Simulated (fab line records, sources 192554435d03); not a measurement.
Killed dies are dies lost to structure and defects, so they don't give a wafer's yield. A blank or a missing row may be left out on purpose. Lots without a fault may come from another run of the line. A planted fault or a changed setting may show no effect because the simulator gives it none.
fab line records | flow n5_finfet
record lots=10 wafers=30 last_day=18
route steps=1938 shown HKMG_FIN@420 BEOL_M4@1111 PASSIVATION@1936
lots that met no fault: from a run of the same line without faults
start_h: hours from the record's first day to the start of the lot's first wafer shown | wait_h: hours since the lot's step before | " the same as in the row above | L1.1+2: a row that stands for several wafers | - no value, or no start given | * or withheld: withheld | < > ~ a bound
route shown NAME@n: a module of which the file shows steps, and the number in the route of the first | usual: mean/standard deviation of fault-free wafers | same: alike in all rows | chamber/n: place in a boat | sites: the reading at each site | _std_site: their standard deviation | _edge_site: outer sites' mean less inner sites' | radius_mm: how far each site lies from the wafer's centre | mask NAME#n: copy n | behind: the tool/chamber that last shaped the wafer | hold: why the lot was held/for how many hours/how that ended | device: the transistor (n, p or np) that didn't switch | end of line: the same wafers' tests at the end of the route | a step without rows: its recipe alone | killed: dies lost to structure and defects at the first sort, not the wafer's yield | map: a wafer's dies, x killed, . not, _ none there
set.NAME: the setting as run; set.NAME@STEP: as run at that earlier step | model.NAME: the simulator's own value behind a step, which no gauge read
steps of the route over a sample of lots; a table a step, a row a wafer
services: from which hour (start_h, from the record's first day; less than 0 if before it) a tool's chamber was out of use, for how many hours, and why
## steps
# step N5_HKMG_FIN_THK_MEAS_70
# recipe thk_meas_gauge=xrf reads=HfO2_of_HKMG_FIN_HK_ALD_01
# usual HK_THK=1.604/0.019
# columns lot.wafer tool chamber start_h wait_h HK_THK[nm]
L508.2 film_metro-01 - 78.12 0.2 1.601
L508.4 " - " " 1.638
L508.6 " - " " 1.613
L511.2 film_metro-01 - 95.00 0.2 1.595
L511.4 " - " " 1.591
L511.5 " - " " 1.603
L517.4 film_metro-02 - 128.96 0.2 1.627
L517.5 " - " " 1.610
L517.6 " - " " 1.655
L518.3 film_metro-02 - 137.10 0.2 1.594
L518.4 " - " " 1.601
L518.5 " - " " 1.640
L522.2 film_metro-01 - 159.07 0.2 1.608
L522.4 " - " " 1.611
L522.5 " - " " 1.596
L523.4 film_metro-01 - 164.58 0.2 1.629
L523.5 " - " " 1.613
L523.6 " - " " 1.595
L525.3 film_metro-02 - 175.57 0.2 1.640
L525.5 " - " " 1.555
L525.6 " - " " 1.610
L526.2 film_metro-02 - 182.96 0.2 1.572
L526.3 " - " " 1.596
L526.6 " - " " 1.592
L529.1 film_metro-02 - 201.08 0.2 1.594
L529.4 " - " " 1.617
L529.5 " - " " 1.630
L531.2 film_metro-02 - 213.91 0.3 1.594
L531.3 " - " " 1.609
L531.5 " - " " 1.613
# step N5_HKMG_FIN_ALD_91
# recipe material=TiN target_thk_a=10 temp_c=400 ald_precursor_family=TiCl4 ald_co_reactant=NH3 pulse_time_s=1 purge_time_s=3 co_reactant_purge_time_s=2 co_reactant_pulse_time_s=2 ald_cycles=47 pressure_torr=3
# usual co_reactant_pulse_time_s=2/0 heater_power_w=842/73 precursor_pulse_height_rel=1.002/0.019
# columns lot.wafer tool chamber start_h wait_h co_reactant_pulse_time_s heater_power_w precursor_pulse_height_rel
L508.2 ald_metal-01 3 80.37 0.3 2 868 0.993
L508.4 " 1 " " 2 765 1.008
L508.6 " 0 " " 2 850 0.995
L511.2 ald_metal-01 0 96.94 0.3 2 847 0.991
L511.4 " 3 " " 2 896 0.976
L511.5 " 2 " " 2 770 0.981
L517.4 ald_metal-02 1 131.24 0.3 1.3935 813 0.997
L517.5 " 0 " " 1.3935 856 0.975
L517.6 " 3 " " 2 770 1.015
L518.3 ald_metal-02 2 138.92 0.1 2 979 1.010
L518.4 " 3 " " 1.3935 763 1.042
L518.5 " 2 " " 1.3935 963 0.987
L522.2 ald_metal-01 2 161.19 0.3 2 777 0.969
L522.4 " 3 " " 2 855 1.002
L522.5 " 1 " " 2 769 0.985
L523.4 ald_metal-01 3 166.62 0.3 2 879 1.021
L523.5 " 2 " " 2 775 1.006
L523.6 " 0 " " 2 847 1.029
L525.3 ald_metal-04 2 177.87 0.1 2 737 1.024
L525.5 " 1 " " 2 887 0.989
L525.6 " 2 " " 2 724 0.994
L526.2 ald_metal-04 1 184.78 0.3 2 902 1.022
L526.3 " 2 " " 2 717 0.992
L526.6 " 3 " " 2 952 1.006
L529.1 ald_metal-01 3 203.05 0.3 2 870 1.017
L529.4 " 0 " " 2 830 1.008
L529.5 " 1 " " 2 762 0.992
L531.2 ald_metal-01 1 216.15 0.3 2 783 0.993
L531.3 " 3 " " 2 850 1.011
L531.5 " 2 " " 2 775 1.025
# step N5_HKMG_FIN_ETCH_86
# recipe chemistry=N2/H2 target=SOC target_depth_a=3932 stop_on=TiN ion_energy_ev=100 bias_w=61 pressure_mtorr=30 source_w=850 n2_flow_sccm=200 h2_flow_sccm=200
# usual drypump_motor_current_A=5.6/0.57 oes_product_au=0.76/0.069 rf_vpp_V=240.3/1.2 showerhead_plenum_p_Torr=2.51/0.059 throttle_valve_pct=17.83/0.3
# columns lot.wafer tool chamber start_h wait_h drypump_motor_current_A oes_product_au rf_hours_counter_h rf_vpp_V showerhead_plenum_p_Torr throttle_valve_pct
L508.2 rie_diel-01 2 80.73 - 6.5 0.87 31 241.1 2.58 17.18
L508.4 " 1 " " 5.1 0.77 126 241.0 2.56 17.74
L508.6 " 2 " " 6.4 0.88 - 240.2 2.58 17.19
L511.2 rie_diel-01 0 97.28 - 4.9 0.83 76 238.3 2.47 17.82
L511.4 " 2 " " 6.5 0.87 36 242.8 2.58 17.19
L511.5 " 1 " " 5.1 0.77 - 241.4 2.55 17.73
L517.4 rie_diel-06 1 131.47 - 4.8 0.77 135 238.9 2.45 18.02
L517.5 " 2 " " 6.6 0.68 - 239.8 2.41 17.86
L517.6 " 1 " " 4.8 0.77 - 239.9 2.45 18.02
L518.3 rie_diel-06 2 139.26 - 6.6 0.68 231 239.5 2.41 17.86
L518.4 " 0 " " 5.6 0.77 150 240.9 2.54 17.71
L518.5 " 3 " " 5.5 0.69 - 238.1 2.44 18.28
L522.2 rie_diel-01 1 161.53 - 5.1 0.74 156 242.7 2.54 17.80
L522.4 " 2 " " 6.5 0.84 61 241.5 2.57 17.23
L522.5 " 1 " " 5.1 0.74 - 240.9 2.54 17.77
L523.4 rie_diel-01 3 166.83 - 5.2 0.68 246 240.3 2.52 18.09
L523.5 " 3 " " 5.3 0.68 - 240.6 2.52 18.07
L523.6 " 2 " " 6.4 0.82 - 241.3 2.57 17.22
L525.3 rie_diel-01 0 178.35 - 4.9 0.80 108 240.1 2.46 17.88
L525.5 " 1 " " 5.1 0.74 - 240.8 2.54 17.80
L525.6 " 0 " " 4.9 0.81 - 239.8 2.46 17.90
L526.2 rie_diel-05 1 185.12 - 5.8 0.70 242 239.6 2.50 17.95
L526.3 " 0 " " 6.1 0.87 42 240.3 2.48 17.48
L526.6 " 0 " " 6.1 0.88 - 240.3 2.48 17.49
L529.1 rie_diel-01 2 203.50 - 6.5 0.82 77 240.0 2.56 17.26
L529.4 " 1 " " 5.0 0.73 171 240.0 2.54 17.81
L529.5 " 0 " " 4.9 0.79 - 238.3 2.46 17.90
L531.2 rie_diel-05 3 216.49 - 6.0 0.70 216 241.9 2.62 18.18
L531.3 " 0 " " 6.1 0.86 55 239.3 2.48 17.50
L531.5 " 3 " " 6.1 0.70 - 242.5 2.62 18.17
# step N5_HKMG_FIN_STRIP_88
# recipe chemistry=N2/H2 power_w=2500 temp_c=300 h2_frac=0.65 time_s=360 pressure_mtorr=withheld n2_flow_sccm=1750 h2_flow_sccm=3250
# usual drypump_motor_current_A=5.59/0.24 heater_power_w=464/24
# columns lot.wafer tool chamber start_h wait_h drypump_motor_current_A heater_power_w rf_hours_counter_h
L508.2 plasma_asher-02 1 80.98 0.0 5.78 443 32
L508.4 " 1 " " 5.81 451 -
L508.6 " 0 " " 5.38 479 -
L511.2 plasma_asher-01 0 97.53 0.0 5.34 501 99
L511.4 " 0 " " 5.35 490 -
L511.5 " 0 " " 5.36 489 -
L517.4 plasma_asher-02 1 131.83 0.1 5.77 446 -
L517.5 " 1 " " 5.77 445 -
L517.6 " 0 " " 5.35 483 -
L518.3 plasma_asher-01 1 139.62 0.1 5.89 447 -
L518.4 " 0 " " 5.35 489 -
L518.5 " 0 " " 5.36 491 -
L522.2 plasma_asher-01 1 161.78 0.0 5.90 436 114
L522.4 " 1 " " 5.89 434 -
L522.5 " 0 " " 5.36 477 -
L523.4 plasma_asher-01 0 167.20 0.1 5.36 505 -
L523.5 " 1 " " 5.90 435 -
L523.6 " 0 " " 5.36 495 -
L525.3 plasma_asher-02 0 178.72 0.1 5.31 476 -
L525.5 " 1 " " 5.77 444 -
L525.6 " 0 " " 5.37 494 -
L526.2 plasma_asher-01 0 185.37 0.0 5.34 486 122
L526.3 " 0 " " 5.35 502 -
L526.6 " 0 " " 5.35 486 -
L529.1 plasma_asher-02 1 203.74 0.0 5.79 443 51
L529.4 " 0 " " 5.33 481 -
L529.5 " 0 " " 5.37 494 -
L531.2 plasma_asher-02 1 216.80 0.0 5.77 445 54
L531.3 " 1 " " 5.74 450 -
L531.5 " 0 " " 5.38 480 -
# step N5_BEOL_M4_RC_MEAS_101
# usual DIBL_N=36.0/1.8 DIBL_P=36.3/2.4 IOFF_N=0.16/0.035 IOFF_P=0.21/0.036 ION_N=673/13 ION_P=461/7.2 SS_N=71.4/0.6 SS_P=73.2/0.7 VT_N=250/4 VT_P=-250.9/2.9
# columns lot.wafer tool chamber start_h wait_h DIBL_N[mV/V] DIBL_P[mV/V] IOFF_N[nA/um] IOFF_P[nA/um] ION_N[uA/um] ION_P[uA/um] SS_N[mV/dec] SS_P[mV/dec] VT_N[mV] VT_P[mV]
L508.2 prober-01 0 159.93 0.2 40.9 41.0 0.27 0.32 695 472 72.0 74.4 240 -242.9
L508.4 " 0 " " 39.8 39.5 0.23 0.29 695 474 72.1 74.1 245 -243.5
L508.6 " 0 " " 36.5 35.0 0.16 0.23 669 465 71.2 72.4 252 -247.3
L511.2 prober-02 0 195.12 0.2 34.3 33.5 0.16 0.21 678 463 70.8 73.2 246 -247.1
L511.4 " 0 " " 34.0 32.9 0.14 0.19 670 459 71.3 72.7 250 -249.6
L511.5 " 0 " " 32.7 30.7 0.12 0.16 653 461 71.3 72.2 252 -251.3
L517.4 prober-01 0 242.86 0.5 36.3 36.1 0.18 0.20 687 464 71.6 73.7 245 -253.4
L517.5 " 0 " " 36.3 36.3 0.17 0.20 691 463 71.9 73.7 248 -253.1
L517.6 " 0 " " 39.2 39.5 0.24 0.26 691 459 72.2 74.0 244 -249.3
L518.3 prober-02 0 244.31 0.3 36.3 37.7 0.18 0.22 682 457 71.2 74.1 248 -251.5
L518.4 " 0 " " 34.5 34.6 0.16 0.18 675 455 70.8 72.5 246 -253.1
L518.5 " 0 " " 36.6 37.1 0.20 0.21 687 463 71.7 73.6 242 -253.9
L522.2 prober-02 0 250.14 0.2 35.4 34.5 0.16 0.22 674 466 71.8 73.3 249 -246.7
L522.4 " 0 " " 36.7 35.9 0.19 0.23 676 461 71.8 73.2 248 -249.6
L522.5 " 0 " " 34.1 33.8 0.14 0.20 674 462 71.0 72.8 249 -249.5
L523.4 prober-02 0 264.83 0.5 37.1 38.8 0.18 0.21 677 459 71.9 73.7 249 -252.9
L523.5 " 0 " " 34.1 35.2 0.12 0.16 658 452 70.2 72.8 256 -257.1
L523.6 " 0 " " 35.4 36.9 0.13 0.17 653 448 71.9 72.6 256 -255.8
L525.3 prober-02 0 280.20 0.3 35.5 37.7 0.18 0.22 683 467 70.6 73.8 247 -248.6
L525.5 " 0 " " 34.0 35.7 0.14 0.19 682 469 71.1 72.9 251 -251.5
L525.6 " 0 " " 36.1 37.6 0.17 0.23 680 457 71.8 73.7 247 -248.3
L526.2 prober-01 0 286.77 0.2 37.1 38.5 0.16 0.23 678 465 71.7 73.3 251 -248.7
L526.3 " 0 " " 35.1 35.2 0.12 0.20 664 463 71.3 72.1 257 -251.2
L526.6 " 0 " " 37.7 38.7 0.17 0.24 680 470 71.9 73.4 250 -249.4
L529.1 prober-01 0 316.37 0.0 36.3 34.9 0.15 0.20 679 465 71.5 73.1 246 -251.2
L529.4 " 0 " " 36.6 36.3 0.15 0.22 671 459 70.9 73.6 249 -251.9
L529.5 " 0 " " 35.2 33.6 0.13 0.17 661 450 71.0 71.9 250 -253.3
L531.2 prober-01 0 318.44 0.2 37.2 37.1 0.16 0.21 673 457 71.4 73.4 250 -252.4
L531.3 " 0 " " 37.9 36.6 0.16 0.21 681 461 72.1 74.0 250 -252.9
L531.5 " 0 " " 39.3 38.0 0.20 0.25 687 464 72.2 73.7 247 -246.7
# step N5_PASSIVATION_PROBE_49
# usual defect_limited_yield=91.2/1.4 killed_at_M0_to_M3=35/11 killed_at_M4_up=14/5.6 killed_at_contacts=12/5.6 killed_at_front_end=38/11 killed_at_other=4/3.4 killed_dies=103/17 killed_open=68/12 killed_short=33/8.8 sort_bin_5_function=5.1/0.89 sort_bin_6_memory=3.3/0.71 sort_n_pass=1077/17 sort_yield_pct=91.2/1.4
# same gross_dies=1180 killed_at_back_side=0 sort_bin_4_leakage[%]=0 sort_bin_8_speed[%]=0
# columns lot.wafer tool chamber start_h wait_h defect_limited_yield[%] killed_at_M0_to_M3 killed_at_M4_up killed_at_contacts killed_at_front_end killed_at_other killed_dies killed_open killed_short sort_bin_5_function[%] sort_bin_6_memory[%] sort_n_pass sort_yield_pct[%]
L508.2 prober-01 - 266.87 0.1 91.2 16 19 18 49 2 104 67 32 5.0 3.6 1076 91.2
L508.4 prober-01 - 266.97 0.2 92.4 24 14 20 30 2 90 55 25 4.2 2.4 1090 92.4
L508.6 prober-01 - 267.07 0.3 93.1 15 10 16 37 3 81 52 27 4.2 2.2 1099 93.1
L517.4 prober-02 - 347.16 0.2 90.4 38 15 6 44 10 113 59 50 4.6 4.1 1067 90.4
L518.3 prober-01 - 352.71 0.1 93.4 25 17 4 29 3 78 59 18 4.3 2.1 1102 93.4
L518.4 prober-01 - 352.76 0.2 93.1 30 9 10 32 1 82 57 25 3.8 3.1 1098 93.1
L518.5 prober-01 - 352.81 0.2 94.9 29 8 3 20 0 60 42 15 2.8 2.2 1120 94.9
# killed by level:class
L508.2 FIN_SAQP:geometric_particle:open=21 MOL_CONTACT_COAG:geometric_particle:open=10 MOL_CONTACT_COAG:geometric_particle:short=8 BEOL_M4:geometric_particle:open=8 FIN_SAQP:geometric_particle:short=7 STI_FIN_REVEAL:geometric_particle:open=7 BEOL_M2:geometric_particle:short=4 GATE_CUT:geometric_particle:short=3
L508.4 MOL_CONTACT_COAG:geometric_particle:open=17 HKMG_FIN:area_etch=8 BEOL_M1:geometric_particle:open=7 BEOL_M0_SAQP:geometric_particle:open=5 BEOL_M8:geometric_particle:open=5 BEOL_M0:geometric_particle:open=4 BEOL_M5:geometric_particle:short=4 FIN_SAQP:geometric_particle:open=3
L508.6 MOL_CONTACT_COAG:geometric_particle:open=15 FIN_SAQP:geometric_particle:open=9 FIN_SAQP:geometric_particle:short=5 ILD0:geometric_particle:open=4 BEOL_M0_SAQP:geometric_particle:short=4 STI_FIN_REVEAL:geometric_particle:open=3 STARTING-WAFER:geometric_particle:open=3 DUMMY_GATE:geometric_particle:short=2
L517.4 BEOL_M1:geometric_particle:open=13 FIN_SAQP:geometric_particle:short=10 BEOL_M4:geometric_particle:open=7 FIN_SAQP:geometric_particle:open=6 BEOL_M3:geometric_particle:open=6 MOL_CONTACT_COAG:geometric_particle:open=5 BEOL_M1:geometric_particle:short=5 STARTING-WAFER:geometric_particle:short=5
L518.3 FIN_SAQP:geometric_particle:open=7 STI_FIN_REVEAL:geometric_particle:open=6 BEOL_M3:geometric_particle:open=6 BEOL_M0_SAQP:geometric_particle:open=5 MOL_CONTACT_COAG:geometric_particle:open=4 BEOL_M6:geometric_particle:short=4 BEOL_M0_SAQP:geometric_particle:short=4 BEOL_M2:geometric_particle:open=4
L518.4 FIN_SAQP:geometric_particle:open=14 BEOL_M2:geometric_particle:open=13 FIN_SAQP:geometric_particle:short=7 MOL_CONTACT_COAG:geometric_particle:open=7 BEOL_M3:geometric_particle:open=6 BEOL_M0_SAQP:geometric_particle:open=4 MOL_CONTACT_COAG:geometric_particle:short=3 BEOL_M4:geometric_particle:open=3
L518.5 BEOL_M2:geometric_particle:open=8 FIN_SAQP:geometric_particle:open=6 BEOL_M0:geometric_particle:open=6 FIN_SAQP:geometric_particle:short=5 BEOL_M3:geometric_particle:open=4 BEOL_M5:geometric_particle:open=3 ILD0:geometric_particle:short=2 GATE_CUT:geometric_particle:short=2
## services
# columns tool chamber start_h hours kind
rie_diel-05 1 57.17 13.0 repair
ald_metal-02 - 71.59 14.6 pm
rie_diel-06 0 82.08 7.0 repair
rie_diel-01 - 90.23 0.2 repair
ald_metal-02 2 104.32 27.5 repair
ald_metal-01 - 111.61 2.8 pm
rie_diel-05 - 147.49 16.3 repair
ald_metal-02 2 152.01 47.3 repair
plasma_asher-02 - 154.00 17.9 repair
rie_diel-01 1 164.18 2.6 repair
ald_metal-02 - 165.23 2.8 pm
ald_metal-01 1 165.80 31.0 repair
ald_metal-02 0 168.46 3.2 repair
plasma_asher-02 - 174.04 0.6 repair
plasma_asher-02 - 180.28 12.1 repair
rie_diel-01 3 181.79 - clean
rie_diel-01 3 181.79 - consumable_replace:focus_ring
rie_diel-01 3 181.79 19.2 scheduled_down
rie_diel-01 3 181.79 19.2 vent_cycle
ald_metal-04 0 182.77 30.8 repair
rie_diel-06 2 186.97 - clean
ald_metal-04 2 188.80 22.7 repair
ald_metal-04 3 197.15 26.5 repair
plasma_asher-02 - 206.24 2.8 pm
## key
first_sign step=N5_HKMG_FIN_ALD_91 reading=co_reactant_pulse_time_s direction=down sigmas=99+ usual=* struck=*
effect none on later readings
met_at N5_HKMG_FIN_ALD_91
struck_lots L517,L518
struck_wafers L517.4,L517.5,L518.4,L518.5
not_acting_at N5_HKMG_FIN_THK_MEAS_70,N5_HKMG_FIN_ETCH_86,N5_HKMG_FIN_STRIP_88
fault kind=process_parameter_drift tool=ald_metal-02 chamber=- onset_h=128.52 steps=N5_HKMG_FIN_ALD_91 channel=co_reactant_pulse_time_s offset=* shape=step end_h=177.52 scope=struck_wafers_only acts_in=* stated=*
